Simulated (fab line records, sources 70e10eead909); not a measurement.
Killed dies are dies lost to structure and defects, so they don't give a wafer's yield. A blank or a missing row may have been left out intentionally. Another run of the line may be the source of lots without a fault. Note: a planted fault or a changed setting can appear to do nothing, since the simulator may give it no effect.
fab line records || flow nand-harc || part 2 of 2: steps 22 to 32 of 32
record: {"lots": 5, "wafers": 15, "last-day": 28}
route steps=1302 shown P_M1@315 P_M2@318
lots that met no fault: from a run of the same line without faults
start-h: hours from the record's opening day to when the first of the lot's shown wafers began || wait-h: time in hours since the lot's previous step || " unchanged from the row above || L1.1+2: one row covering several wafers at once || - value missing, or start not given || * or withheld: withheld || < > ~ a bound
route shown NAME@n: a module of which the file shows steps, and the number in the route of the first || usual: mean/standard deviation taken from wafers without a fault || same: alike in all rows || chamber/n: place in a boat || sites: the reading at each site || _std_site: how widely they spread, as a standard deviation || _edge_site: outer sites' mean less inner sites' || radius-mm: how far each site lies from the wafer's centre || mask NAME#n: copy n || behind: the most recent tool/chamber to have shaped the wafer || hold: why the lot was held/for how many hours/how that ended || device: which transistor (n, p or np) failed to switch || end of line: the tests these same wafers got at the end of their route || a step without rows: its recipe alone || killed: dies lost to structure and defects at the first sort, not the wafer's yield || map: a wafer's dies, marking killed ones x, the rest . and places with no die _
set.NAME: the setting as run; set.NAME@STEP: as run at that earlier step || model.NAME: the simulator's own value behind a step, which no gauge read
a table for each step, a row for each wafer; lots at some steps of the route
services: the hour from which a tool's chamber was out of use, counted from the record's first day as start-h (under 0 if before that day), plus the number of hours and why
== steps ==
step: NHARC_P_M2_ETCH_28
recipe: {"target-depth-a": 300, "over-etch-frac": 0.3, "time-s": 72.99, "ion-energy-ev": 150, "cf4-flow-sccm": 50, "n2-flow-sccm": 100, "ar-flow-sccm": 150, "rf-w": 300, "bias-w": 100, "chemistry": "CF4/N2"}
usual: {"drypump-motor-current-A": "5.8/0.6", "mfc-ar-sccm": "150.0/0.5", "n2-flow-sccm": "100.0/0.31", "oes-product-au": "0.999/0.011", "rf-fwd-power-W": "297.4/1.1", "rf-vpp-V": "314.8/2.2", "showerhead-plenum-p-Torr": "2.66/0.12", "throttle-valve-pct": "19.795/0.0083"}
same: {"over-etch-frac": 0.3}
{"lot.wafer": "L074.1", "tool": "rie-diel-07", "chamber": 1, "start-h": "-", "wait-h": "-", "drypump-motor-current-A": 4.9, "mfc-ar-sccm": 150.0, "n2-flow-sccm": 99.6, "oes-product-au": 0.983, "rf-fwd-power-W": 298.6, "rf-hours-counter-h": 0.9, "rf-vpp-V": 317.3, "showerhead-plenum-p-Torr": 2.77, "throttle-valve-pct": 19.802}
{"lot.wafer": "L074.2", "tool": "rie-diel-07", "chamber": 3, "start-h": "-", "wait-h": "-", "drypump-motor-current-A": 6.6, "mfc-ar-sccm": 150.3, "n2-flow-sccm": 99.7, "oes-product-au": 0.995, "rf-fwd-power-W": 299.4, "rf-hours-counter-h": 0.2, "rf-vpp-V": 313.7, "showerhead-plenum-p-Torr": 2.58, "throttle-valve-pct": 19.803}
{"lot.wafer": "L074.6", "tool": "rie-diel-07", "chamber": 1, "start-h": "-", "wait-h": "-", "drypump-motor-current-A": 4.9, "mfc-ar-sccm": 150.2, "n2-flow-sccm": 100.2, "oes-product-au": 0.989, "rf-fwd-power-W": 297.4, "rf-hours-counter-h": "-", "rf-vpp-V": 316.7, "showerhead-plenum-p-Torr": 2.77, "throttle-valve-pct": 19.786}
{"lot.wafer": "L075.4", "tool": "rie-diel-07", "chamber": 3, "start-h": "-", "wait-h": "-", "drypump-motor-current-A": 6.6, "mfc-ar-sccm": 149.5, "n2-flow-sccm": 100.1, "oes-product-au": 0.991, "rf-fwd-power-W": 297.0, "rf-hours-counter-h": 0.3, "rf-vpp-V": 314.3, "showerhead-plenum-p-Torr": 2.58, "throttle-valve-pct": 19.787}
{"lot.wafer": "L075.1", "tool": "rie-diel-07", "chamber": 2, "start-h": "-", "wait-h": "-", "drypump-motor-current-A": 6.3, "mfc-ar-sccm": 149.9, "n2-flow-sccm": 100.2, "oes-product-au": 1.020, "rf-fwd-power-W": 297.9, "rf-hours-counter-h": 1.0, "rf-vpp-V": 312.6, "showerhead-plenum-p-Torr": 2.61, "throttle-valve-pct": 19.793}
{"lot.wafer": "L075.6", "tool": "rie-diel-07", "chamber": 3, "start-h": "-", "wait-h": "-", "drypump-motor-current-A": 6.5, "mfc-ar-sccm": 150.5, "n2-flow-sccm": 100.6, "oes-product-au": 1.003, "rf-fwd-power-W": 297.7, "rf-hours-counter-h": "-", "rf-vpp-V": 312.7, "showerhead-plenum-p-Torr": 2.58, "throttle-valve-pct": 19.803}
{"lot.wafer": "L076.3", "tool": "rie-diel-06", "chamber": 0, "start-h": "-", "wait-h": "-", "drypump-motor-current-A": 5.8, "mfc-ar-sccm": 149.0, "n2-flow-sccm": 100.0, "oes-product-au": 0.987, "rf-fwd-power-W": 297.0, "rf-hours-counter-h": 0.6, "rf-vpp-V": 315.4, "showerhead-plenum-p-Torr": 2.68, "throttle-valve-pct": 19.801}
{"lot.wafer": "L076.4", "tool": "rie-diel-06", "chamber": 0, "start-h": "-", "wait-h": "-", "drypump-motor-current-A": 5.8, "mfc-ar-sccm": 149.7, "n2-flow-sccm": 99.7, "oes-product-au": 0.991, "rf-fwd-power-W": 295.9, "rf-hours-counter-h": "-", "rf-vpp-V": 316.4, "showerhead-plenum-p-Torr": 2.68, "throttle-valve-pct": 19.785}
{"lot.wafer": "L076.6", "tool": "rie-diel-06", "chamber": 2, "start-h": "-", "wait-h": "-", "drypump-motor-current-A": 5.2, "mfc-ar-sccm": 149.8, "n2-flow-sccm": 100.0, "oes-product-au": 1.004, "rf-fwd-power-W": 299.2, "rf-hours-counter-h": "-", "rf-vpp-V": 318.0, "showerhead-plenum-p-Torr": 2.83, "throttle-valve-pct": 19.802}
{"lot.wafer": "L078.3", "tool": "rie-diel-12", "chamber": 1, "start-h": "-", "wait-h": "-", "drypump-motor-current-A": 5.0, "mfc-ar-sccm": 150.2, "n2-flow-sccm": 100.0, "oes-product-au": 0.991, "rf-fwd-power-W": 299.0, "rf-hours-counter-h": 3.6, "rf-vpp-V": 316.6, "showerhead-plenum-p-Torr": 2.68, "throttle-valve-pct": 19.809}
{"lot.wafer": "L078.5", "tool": "rie-diel-12", "chamber": 2, "start-h": "-", "wait-h": "-", "drypump-motor-current-A": 5.4, "mfc-ar-sccm": 149.8, "n2-flow-sccm": 99.9, "oes-product-au": 1.008, "rf-fwd-power-W": 297.0, "rf-hours-counter-h": "-", "rf-vpp-V": 312.1, "showerhead-plenum-p-Torr": 2.52, "throttle-valve-pct": 19.790}
{"lot.wafer": "L078.6", "tool": "rie-diel-12", "chamber": 3, "start-h": "-", "wait-h": "-", "drypump-motor-current-A": 5.7, "mfc-ar-sccm": 150.9, "n2-flow-sccm": 100.4, "oes-product-au": 1.010, "rf-fwd-power-W": 296.2, "rf-hours-counter-h": "-", "rf-vpp-V": 317.1, "showerhead-plenum-p-Torr": 2.78, "throttle-valve-pct": 19.797}
{"lot.wafer": "L083.2", "tool": "rie-diel-06", "chamber": 1, "start-h": "-", "wait-h": "-", "drypump-motor-current-A": 5.1, "mfc-ar-sccm": 150.3, "n2-flow-sccm": 99.5, "oes-product-au": 1.002, "rf-fwd-power-W": 297.9, "rf-hours-counter-h": 3.5, "rf-vpp-V": 316.7, "showerhead-plenum-p-Torr": 2.81, "throttle-valve-pct": 19.794}
{"lot.wafer": "L083.6", "tool": "rie-diel-06", "chamber": 3, "start-h": "-", "wait-h": "-", "drypump-motor-current-A": 5.8, "mfc-ar-sccm": 150.8, "n2-flow-sccm": 99.8, "oes-product-au": 1.011, "rf-fwd-power-W": 296.0, "rf-hours-counter-h": "-", "rf-vpp-V": 310.3, "showerhead-plenum-p-Torr": 2.46, "throttle-valve-pct": 19.789}
{"lot.wafer": "L083.5", "tool": "rie-diel-06", "chamber": 1, "start-h": "-", "wait-h": "-", "drypump-motor-current-A": 5.1, "mfc-ar-sccm": 150.1, "n2-flow-sccm": 99.8, "oes-product-au": 1.010, "rf-fwd-power-W": 296.8, "rf-hours-counter-h": "-", "rf-vpp-V": 318.8, "showerhead-plenum-p-Torr": 2.81, "throttle-valve-pct": 19.798}
step: NHARC_P_M2_STRIP_19
recipe: {"time-s": 600, "temp-c": 30, "chemistry": "post-etch-residue-remover"}
{"lot.wafer": "L074.6+2+1", "tool": "wet-bench-08", "chamber": "6,1,2", "start-h": 144.13, "wait-h": "-"}
{"lot.wafer": "L075.6+1+4", "tool": "wet-bench-08", "chamber": "2,3,4", "start-h": 146.02, "wait-h": "-"}
{"lot.wafer": "L076.6+4+3", "tool": "wet-bench-10", "chamber": "4,5,6", "start-h": 146.34, "wait-h": "-"}
{"lot.wafer": "L078.6+5+3", "tool": "wet-bench-08", "chamber": "6,0,2", "start-h": 170.55, "wait-h": "-"}
{"lot.wafer": "L083.6+5+2", "tool": "wet-bench-10", "chamber": "7,0,1", "start-h": 222.45, "wait-h": "-"}
step: NHARC_P_M2_DEGAS_29
recipe: {"temp-c": 250, "time-s": 60}
usual: {"heater-power-w": "339/33"}
{"lot.wafer": "L074.1", "tool": "pvd-sputter-03", "chamber": "-", "start-h": 144.44, "wait-h": "-", "heater-power-w": 295}
{"lot.wafer": "L074.2", "tool": "pvd-sputter-03", "chamber": "-", "start-h": 144.44, "wait-h": "-", "heater-power-w": 337}
{"lot.wafer": "L074.6", "tool": "pvd-sputter-03", "chamber": "-", "start-h": 144.44, "wait-h": "-", "heater-power-w": 362}
{"lot.wafer": "L075.1", "tool": "pvd-sputter-02", "chamber": "-", "start-h": 146.31, "wait-h": "-", "heater-power-w": 316}
{"lot.wafer": "L075.4", "tool": "pvd-sputter-02", "chamber": "-", "start-h": 146.31, "wait-h": "-", "heater-power-w": 383}
{"lot.wafer": "L075.6", "tool": "pvd-sputter-02", "chamber": "-", "start-h": 146.31, "wait-h": "-", "heater-power-w": 319}
{"lot.wafer": "L076.4", "tool": "pvd-sputter-01", "chamber": "-", "start-h": 146.61, "wait-h": "-", "heater-power-w": 317}
{"lot.wafer": "L076.3", "tool": "pvd-sputter-01", "chamber": "-", "start-h": 146.61, "wait-h": "-", "heater-power-w": 331}
{"lot.wafer": "L076.6", "tool": "pvd-sputter-01", "chamber": "-", "start-h": 146.61, "wait-h": "-", "heater-power-w": 347}
{"lot.wafer": "L078.3", "tool": "pvd-sputter-02", "chamber": "-", "start-h": 170.82, "wait-h": "-", "heater-power-w": 385}
{"lot.wafer": "L078.6", "tool": "pvd-sputter-02", "chamber": "-", "start-h": 170.82, "wait-h": "-", "heater-power-w": 365}
{"lot.wafer": "L078.5", "tool": "pvd-sputter-02", "chamber": "-", "start-h": 170.82, "wait-h": "-", "heater-power-w": 383}
{"lot.wafer": "L083.2", "tool": "pvd-sputter-03", "chamber": "-", "start-h": 222.72, "wait-h": "-", "heater-power-w": 299}
{"lot.wafer": "L083.5", "tool": "pvd-sputter-03", "chamber": "-", "start-h": 222.72, "wait-h": "-", "heater-power-w": 356}
{"lot.wafer": "L083.6", "tool": "pvd-sputter-03", "chamber": "-", "start-h": 222.72, "wait-h": "-", "heater-power-w": 346}
step: NHARC_P_M2_PRE_CLEAN_30
recipe: {"time-s": 30, "temp-c": 280, "gas": "H2/He"}
usual: {"heater-power-w": "415/41"}
{"lot.wafer": "L074.1", "tool": "pvd-sputter-03", "chamber": "-", "start-h": "-", "wait-h": "-", "heater-power-w": 446}
{"lot.wafer": "L074.2", "tool": "pvd-sputter-03", "chamber": "-", "start-h": "-", "wait-h": "-", "heater-power-w": 478}
{"lot.wafer": "L074.6", "tool": "pvd-sputter-03", "chamber": "-", "start-h": "-", "wait-h": "-", "heater-power-w": 443}
{"lot.wafer": "L075.4", "tool": "pvd-sputter-02", "chamber": "-", "start-h": "-", "wait-h": "-", "heater-power-w": 463}
{"lot.wafer": "L075.1", "tool": "pvd-sputter-02", "chamber": "-", "start-h": "-", "wait-h": "-", "heater-power-w": 405}
{"lot.wafer": "L075.6", "tool": "pvd-sputter-02", "chamber": "-", "start-h": "-", "wait-h": "-", "heater-power-w": 464}
{"lot.wafer": "L076.4", "tool": "pvd-sputter-01", "chamber": "-", "start-h": "-", "wait-h": "-", "heater-power-w": 412}
{"lot.wafer": "L076.3", "tool": "pvd-sputter-01", "chamber": "-", "start-h": "-", "wait-h": "-", "heater-power-w": 369}
{"lot.wafer": "L076.6", "tool": "pvd-sputter-01", "chamber": "-", "start-h": "-", "wait-h": "-", "heater-power-w": 403}
{"lot.wafer": "L078.3", "tool": "pvd-sputter-02", "chamber": "-", "start-h": "-", "wait-h": "-", "heater-power-w": 391}
{"lot.wafer": "L078.5", "tool": "pvd-sputter-02", "chamber": "-", "start-h": "-", "wait-h": "-", "heater-power-w": 444}
{"lot.wafer": "L078.6", "tool": "pvd-sputter-02", "chamber": "-", "start-h": "-", "wait-h": "-", "heater-power-w": 463}
{"lot.wafer": "L083.2", "tool": "pvd-sputter-03", "chamber": "-", "start-h": "-", "wait-h": "-", "heater-power-w": 507}
{"lot.wafer": "L083.5", "tool": "pvd-sputter-03", "chamber": "-", "start-h": "-", "wait-h": "-", "heater-power-w": 371}
{"lot.wafer": "L083.6", "tool": "pvd-sputter-03", "chamber": "-", "start-h": "-", "wait-h": "-", "heater-power-w": 424}
step: NHARC_P_M2_PVD_20
recipe: {"target-thk-a": 50, "bias-v": 168.6, "power-w": 15000, "chamber-pressure-pa": 0.12, "time-s": 8.06, "substrate-temp-c": 50, "material": "TaN"}
usual: {"throttle-valve-pct": "29.5/1.2"}
{"lot.wafer": "L074.1", "tool": "pvd-sputter-03", "chamber": "-", "start-h": "-", "wait-h": "-", "throttle-valve-pct": 29.0}
{"lot.wafer": "L074.2", "tool": "pvd-sputter-03", "chamber": "-", "start-h": "-", "wait-h": "-", "throttle-valve-pct": 27.6}
{"lot.wafer": "L074.6", "tool": "pvd-sputter-03", "chamber": "-", "start-h": "-", "wait-h": "-", "throttle-valve-pct": 27.9}
{"lot.wafer": "L075.4", "tool": "pvd-sputter-02", "chamber": "-", "start-h": "-", "wait-h": "-", "throttle-valve-pct": 30.2}
{"lot.wafer": "L075.1", "tool": "pvd-sputter-02", "chamber": "-", "start-h": "-", "wait-h": "-", "throttle-valve-pct": 30.4}
{"lot.wafer": "L075.6", "tool": "pvd-sputter-02", "chamber": "-", "start-h": "-", "wait-h": "-", "throttle-valve-pct": 27.9}
{"lot.wafer": "L076.3", "tool": "pvd-sputter-01", "chamber": "-", "start-h": "-", "wait-h": "-", "throttle-valve-pct": 29.5}
{"lot.wafer": "L076.4", "tool": "pvd-sputter-01", "chamber": "-", "start-h": "-", "wait-h": "-", "throttle-valve-pct": 30.6}
{"lot.wafer": "L076.6", "tool": "pvd-sputter-01", "chamber": "-", "start-h": "-", "wait-h": "-", "throttle-valve-pct": 30.2}
{"lot.wafer": "L078.3", "tool": "pvd-sputter-02", "chamber": "-", "start-h": "-", "wait-h": "-", "throttle-valve-pct": 29.8}
{"lot.wafer": "L078.5", "tool": "pvd-sputter-02", "chamber": "-", "start-h": "-", "wait-h": "-", "throttle-valve-pct": 31.3}
{"lot.wafer": "L078.6", "tool": "pvd-sputter-02", "chamber": "-", "start-h": "-", "wait-h": "-", "throttle-valve-pct": 30.2}
{"lot.wafer": "L083.2", "tool": "pvd-sputter-03", "chamber": "-", "start-h": "-", "wait-h": "-", "throttle-valve-pct": 29.4}
{"lot.wafer": "L083.6", "tool": "pvd-sputter-03", "chamber": "-", "start-h": "-", "wait-h": "-", "throttle-valve-pct": 28.6}
{"lot.wafer": "L083.5", "tool": "pvd-sputter-03", "chamber": "-", "start-h": "-", "wait-h": "-", "throttle-valve-pct": 28.0}
step: NHARC_P_M2_PVD_21
recipe: {"target-thk-a": 300, "chamber-pressure-pa": 5, "power-w": 5000, "substrate-temp-c": 30, "time-s": 20.49, "material": "Cu"}
usual: {"throttle-valve-pct": "29.6/1.1"}
{"lot.wafer": "L074.1", "tool": "pvd-sputter-03", "chamber": "-", "start-h": "-", "wait-h": "-", "throttle-valve-pct": 28.1}
{"lot.wafer": "L074.2", "tool": "pvd-sputter-03", "chamber": "-", "start-h": "-", "wait-h": "-", "throttle-valve-pct": 29.0}
{"lot.wafer": "L074.6", "tool": "pvd-sputter-03", "chamber": "-", "start-h": "-", "wait-h": "-", "throttle-valve-pct": 28.2}
{"lot.wafer": "L075.1", "tool": "pvd-sputter-02", "chamber": "-", "start-h": "-", "wait-h": "-", "throttle-valve-pct": 31.3}
{"lot.wafer": "L075.4", "tool": "pvd-sputter-02", "chamber": "-", "start-h": "-", "wait-h": "-", "throttle-valve-pct": 28.0}
{"lot.wafer": "L075.6", "tool": "pvd-sputter-02", "chamber": "-", "start-h": "-", "wait-h": "-", "throttle-valve-pct": 31.2}
{"lot.wafer": "L076.4", "tool": "pvd-sputter-01", "chamber": "-", "start-h": "-", "wait-h": "-", "throttle-valve-pct": 29.1}
{"lot.wafer": "L076.3", "tool": "pvd-sputter-01", "chamber": "-", "start-h": "-", "wait-h": "-", "throttle-valve-pct": 30.3}
{"lot.wafer": "L076.6", "tool": "pvd-sputter-01", "chamber": "-", "start-h": "-", "wait-h": "-", "throttle-valve-pct": 30.4}
{"lot.wafer": "L078.3", "tool": "pvd-sputter-02", "chamber": "-", "start-h": "-", "wait-h": "-", "throttle-valve-pct": 30.0}
{"lot.wafer": "L078.5", "tool": "pvd-sputter-02", "chamber": "-", "start-h": "-", "wait-h": "-", "throttle-valve-pct": 29.8}
{"lot.wafer": "L078.6", "tool": "pvd-sputter-02", "chamber": "-", "start-h": "-", "wait-h": "-", "throttle-valve-pct": 30.7}
{"lot.wafer": "L083.2", "tool": "pvd-sputter-03", "chamber": "-", "start-h": "-", "wait-h": "-", "throttle-valve-pct": 29.3}
{"lot.wafer": "L083.5", "tool": "pvd-sputter-03", "chamber": "-", "start-h": "-", "wait-h": "-", "throttle-valve-pct": 28.7}
{"lot.wafer": "L083.6", "tool": "pvd-sputter-03", "chamber": "-", "start-h": "-", "wait-h": "-", "throttle-valve-pct": 28.3}
step: NHARC_P_M2_ECD_22
recipe: {"target-thk-a": 4000, "bath-temp-c": 25, "material": "Cu"}
{"lot.wafer": "L074.2+1+6", "tool": "ecd-cu-01", "chamber": "1,0,0", "start-h": 144.79, "wait-h": "-"}
{"lot.wafer": "L075.1+4+6", "tool": "ecd-cu-02", "chamber": 0, "start-h": 146.72, "wait-h": "-"}
{"lot.wafer": "L076.3+4+6", "tool": "ecd-cu-01", "chamber": "0,1,1", "start-h": 147.06, "wait-h": "-"}
{"lot.wafer": "L078.3+6+5", "tool": "ecd-cu-01", "chamber": "0,0,1", "start-h": 171.28, "wait-h": "-"}
{"lot.wafer": "L083.2+5+6", "tool": "ecd-cu-02", "chamber": "0,1,0", "start-h": 223.11, "wait-h": "-"}
step: NHARC_P_M2_ANNEAL_31
recipe: {"temp-c": 225, "time-s": 90}
usual: {"wafer_temp_C_max": "226.03/0.22"}
{"lot.wafer": "L074.1", "tool": "rtp-anneal-01", "chamber": 0, "start-h": 145.16, "wait-h": "-", "wafer_temp_C_max": 225.95}
{"lot.wafer": "L074.2", "tool": "rtp-anneal-01", "chamber": 0, "start-h": 145.16, "wait-h": "-", "wafer_temp_C_max": 226.26}
{"lot.wafer": "L074.6", "tool": "rtp-anneal-01", "chamber": 0, "start-h": 145.16, "wait-h": "-", "wafer_temp_C_max": 226.25}
{"lot.wafer": "L075.1", "tool": "rtp-anneal-01", "chamber": 0, "start-h": 147.05, "wait-h": "-", "wafer_temp_C_max": 225.79}
{"lot.wafer": "L075.4", "tool": "rtp-anneal-01", "chamber": 0, "start-h": 147.05, "wait-h": "-", "wafer_temp_C_max": 226.09}
{"lot.wafer": "L075.6", "tool": "rtp-anneal-01", "chamber": 0, "start-h": 147.05, "wait-h": "-", "wafer_temp_C_max": 225.89}
{"lot.wafer": "L076.3", "tool": "rtp-anneal-01", "chamber": 0, "start-h": 147.46, "wait-h": "-", "wafer_temp_C_max": 226.69}
{"lot.wafer": "L076.4", "tool": "rtp-anneal-01", "chamber": 0, "start-h": 147.46, "wait-h": "-", "wafer_temp_C_max": 226.42}
{"lot.wafer": "L076.6", "tool": "rtp-anneal-01", "chamber": 0, "start-h": 147.46, "wait-h": "-", "wafer_temp_C_max": 226.46}
{"lot.wafer": "L078.3", "tool": "rtp-anneal-02", "chamber": 0, "start-h": 171.66, "wait-h": 0.3, "wafer_temp_C_max": 225.60}
{"lot.wafer": "L078.5", "tool": "rtp-anneal-02", "chamber": 0, "start-h": 171.66, "wait-h": 0.3, "wafer_temp_C_max": 225.71}
{"lot.wafer": "L078.6", "tool": "rtp-anneal-02", "chamber": 0, "start-h": 171.66, "wait-h": 0.3, "wafer_temp_C_max": 225.72}
{"lot.wafer": "L083.2", "tool": "rtp-anneal-02", "chamber": 0, "start-h": 223.49, "wait-h": 0.3, "wafer_temp_C_max": 226.00}
{"lot.wafer": "L083.5", "tool": "rtp-anneal-02", "chamber": 0, "start-h": 223.49, "wait-h": 0.3, "wafer_temp_C_max": 225.88}
{"lot.wafer": "L083.6", "tool": "rtp-anneal-02", "chamber": 0, "start-h": 223.49, "wait-h": 0.3, "wafer_temp_C_max": 225.81}
step: NHARC_P_M2_CMP_23
recipe: {"t-overpolish-s": 20, "target-thk-nm": 144.3}
usual: {"motor-current-A": "11.9/1.1", "time-to-endpoint-s": "28.9/2.4"}
{"lot.wafer": "L074.2", "tool": "cmp-01", "chamber": 3, "start-h": 145.53, "wait-h": "-", "motor-current-A": 10.2, "time-to-endpoint-s": 29.1}
{"lot.wafer": "L074.1", "tool": "cmp-01", "chamber": 1, "start-h": 145.53, "wait-h": "-", "motor-current-A": 13.1, "time-to-endpoint-s": 26.1}
{"lot.wafer": "L074.6", "tool": "cmp-01", "chamber": 3, "start-h": 145.53, "wait-h": "-", "motor-current-A": 9.6, "time-to-endpoint-s": 28.5}
{"lot.wafer": "L075.4", "tool": "cmp-01", "chamber": 0, "start-h": 147.39, "wait-h": "-", "motor-current-A": 13.8, "time-to-endpoint-s": 30.6}
{"lot.wafer": "L075.1", "tool": "cmp-01", "chamber": 2, "start-h": 147.39, "wait-h": "-", "motor-current-A": 11.8, "time-to-endpoint-s": 27.0}
{"lot.wafer": "L075.6", "tool": "cmp-01", "chamber": 1, "start-h": 147.39, "wait-h": "-", "motor-current-A": 12.7, "time-to-endpoint-s": 31.0}
{"lot.wafer": "L076.3", "tool": "cmp-03", "chamber": 1, "start-h": 147.75, "wait-h": "-", "motor-current-A": 11.8, "time-to-endpoint-s": 29.2}
{"lot.wafer": "L076.4", "tool": "cmp-03", "chamber": 2, "start-h": 147.75, "wait-h": "-", "motor-current-A": 10.5, "time-to-endpoint-s": 33.3}
{"lot.wafer": "L076.6", "tool": "cmp-03", "chamber": 0, "start-h": 147.75, "wait-h": "-", "motor-current-A": 13.6, "time-to-endpoint-s": 29.9}
{"lot.wafer": "L078.3", "tool": "cmp-02", "chamber": 2, "start-h": 171.98, "wait-h": "-", "motor-current-A": 10.9, "time-to-endpoint-s": 28.8}
{"lot.wafer": "L078.5", "tool": "cmp-02", "chamber": 3, "start-h": 171.98, "wait-h": "-", "motor-current-A": 12.3, "time-to-endpoint-s": 28.1}
{"lot.wafer": "L078.6", "tool": "cmp-02", "chamber": 0, "start-h": 171.98, "wait-h": "-", "motor-current-A": 12.1, "time-to-endpoint-s": 31.3}
{"lot.wafer": "L083.2", "tool": "cmp-03", "chamber": 0, "start-h": 223.87, "wait-h": "-", "motor-current-A": 13.2, "time-to-endpoint-s": 30.5}
{"lot.wafer": "L083.6", "tool": "cmp-03", "chamber": 1, "start-h": 223.87, "wait-h": "-", "motor-current-A": 11.9, "time-to-endpoint-s": 29.1}
{"lot.wafer": "L083.5", "tool": "cmp-03", "chamber": 2, "start-h": 223.87, "wait-h": "-", "motor-current-A": 10.0, "time-to-endpoint-s": 30.9}
step: NHARC_P_M2_THK_MEAS_24
recipe: {"thk-meas-gauge": "xrf"}
usual: {"thk-nm": "144.3/1.3"}
{"lot.wafer": "L074.1", "tool": "film-metro-02", "chamber": "-", "start-h": 145.82, "wait-h": "-", "thk-nm": 144.4}
{"lot.wafer": "L074.2", "tool": "film-metro-02", "chamber": "-", "start-h": 145.82, "wait-h": "-", "thk-nm": 144.7}
{"lot.wafer": "L074.6", "tool": "film-metro-02", "chamber": "-", "start-h": 145.82, "wait-h": "-", "thk-nm": 142.9}
{"lot.wafer": "L075.1", "tool": "film-metro-01", "chamber": "-", "start-h": 147.70, "wait-h": "-", "thk-nm": 141.6}
{"lot.wafer": "L075.4", "tool": "film-metro-01", "chamber": "-", "start-h": 147.70, "wait-h": "-", "thk-nm": 144.1}
{"lot.wafer": "L075.6", "tool": "film-metro-01", "chamber": "-", "start-h": 147.70, "wait-h": "-", "thk-nm": 145.7}
{"lot.wafer": "L076.3", "tool": "film-metro-01", "chamber": "-", "start-h": 148.01, "wait-h": "-", "thk-nm": 145.2}
{"lot.wafer": "L076.4", "tool": "film-metro-01", "chamber": "-", "start-h": 148.01, "wait-h": "-", "thk-nm": 142.8}
{"lot.wafer": "L076.6", "tool": "film-metro-01", "chamber": "-", "start-h": 148.01, "wait-h": "-", "thk-nm": 145.2}
{"lot.wafer": "L078.3", "tool": "film-metro-02", "chamber": "-", "start-h": 172.21, "wait-h": "-", "thk-nm": 145.4}
{"lot.wafer": "L078.5", "tool": "film-metro-02", "chamber": "-", "start-h": 172.21, "wait-h": "-", "thk-nm": 143.9}
{"lot.wafer": "L078.6", "tool": "film-metro-02", "chamber": "-", "start-h": 172.21, "wait-h": "-", "thk-nm": 145.7}
{"lot.wafer": "L083.2", "tool": "film-metro-01", "chamber": "-", "start-h": 224.10, "wait-h": "-", "thk-nm": 145.7}
{"lot.wafer": "L083.5", "tool": "film-metro-01", "chamber": "-", "start-h": 224.10, "wait-h": "-", "thk-nm": 147.2}
{"lot.wafer": "L083.6", "tool": "film-metro-01", "chamber": "-", "start-h": 224.10, "wait-h": "-", "thk-nm": 143.5}
step: NHARC_P_M2_SRD_25
{"lot.wafer": "L074.2+1+6", "tool": "wet-bench-10", "chamber": "7,1,2", "start-h": 145.86, "wait-h": 0.0}
{"lot.wafer": "L075.1+6+4", "tool": "wet-bench-10", "chamber": "5,0,1", "start-h": 147.74, "wait-h": 0.0}
{"lot.wafer": "L076.4+6+3", "tool": "wet-bench-08", "chamber": "6,0,2", "start-h": 148.06, "wait-h": 0.0}
{"lot.wafer": "L078.3+6+5", "tool": "wet-bench-10", "chamber": "4,6,7", "start-h": 172.25, "wait-h": 0.0}
{"lot.wafer": "L083.6+5+2", "tool": "wet-bench-10", "chamber": "3,4,5", "start-h": 224.15, "wait-h": 0.0}
== services ==
{"tool": "wet-bench-08", "chamber": "-", "start-h": 118.40, "hours": 8.0, "kind": "pm"}
{"tool": "rie-diel-07", "chamber": 1, "start-h": 122.16, "hours": 7.7, "kind": "repair"}
{"tool": "rie-diel-07", "chamber": 3, "start-h": 130.02, "hours": 8.9, "kind": "repair"}
{"tool": "pecvd-01", "chamber": "-", "start-h": 130.15, "hours": 13.0, "kind": "pm"}
{"tool": "rie-diel-06", "chamber": "-", "start-h": 130.20, "hours": 9.0, "kind": "pm"}
{"tool": "wet-bench-10", "chamber": "-", "start-h": 135.20, "hours": 8.0, "kind": "pm"}
{"tool": "rie-diel-12", "chamber": 3, "start-h": 137.92, "hours": 6.4, "kind": "repair"}
{"tool": "arfi-scanner-02", "chamber": "-", "start-h": 148.70, "hours": 4.0, "kind": "pm"}
{"tool": "pecvd-03", "chamber": 2, "start-h": 152.25, "hours": 3.7, "kind": "repair"}
{"tool": "litho-track-01", "chamber": "-", "start-h": 155.00, "hours": 7.0, "kind": "pm"}
{"tool": "ecd-cu-01", "chamber": "-", "start-h": 160.00, "hours": 8.0, "kind": "pm"}
{"tool": "pvd-sputter-03", "chamber": "-", "start-h": 170.00, "hours": 10.0, "kind": "pm"}
{"tool": "rie-diel-06", "chamber": 2, "start-h": 170.13, "hours": 5.6, "kind": "repair"}
{"tool": "rie-diel-06", "chamber": 1, "start-h": 171.44, "hours": 4.3, "kind": "repair"}
{"tool": "litho-track-06", "chamber": "-", "start-h": 179.00, "hours": 7.0, "kind": "pm"}
{"tool": "rie-diel-12", "chamber": 3, "start-h": 180.21, "hours": 3.2, "kind": "repair"}
{"tool": "rie-diel-07", "chamber": "-", "start-h": 184.74, "hours": 0.2, "kind": "repair"}
{"tool": "pecvd-03", "chamber": "-", "start-h": 185.14, "hours": 13.0, "kind": "pm"}
{"tool": "rie-diel-06", "chamber": 3, "start-h": 186.67, "hours": 2.1, "kind": "repair"}
{"tool": "rie-diel-07", "chamber": 1, "start-h": 195.37, "hours": 10.8, "kind": "repair"}
{"tool": "litho-track-04", "chamber": "-", "start-h": 203.01, "hours": 7.0, "kind": "pm"}
{"tool": "pecvd-01", "chamber": "-", "start-h": 205.53, "hours": 1.5, "kind": "repair"}
{"tool": "rie-diel-06", "chamber": 0, "start-h": 212.90, "hours": 11.7, "kind": "repair"}
{"tool": "rie-diel-07", "chamber": "-", "start-h": 219.17, "hours": 0.3, "kind": "repair"}
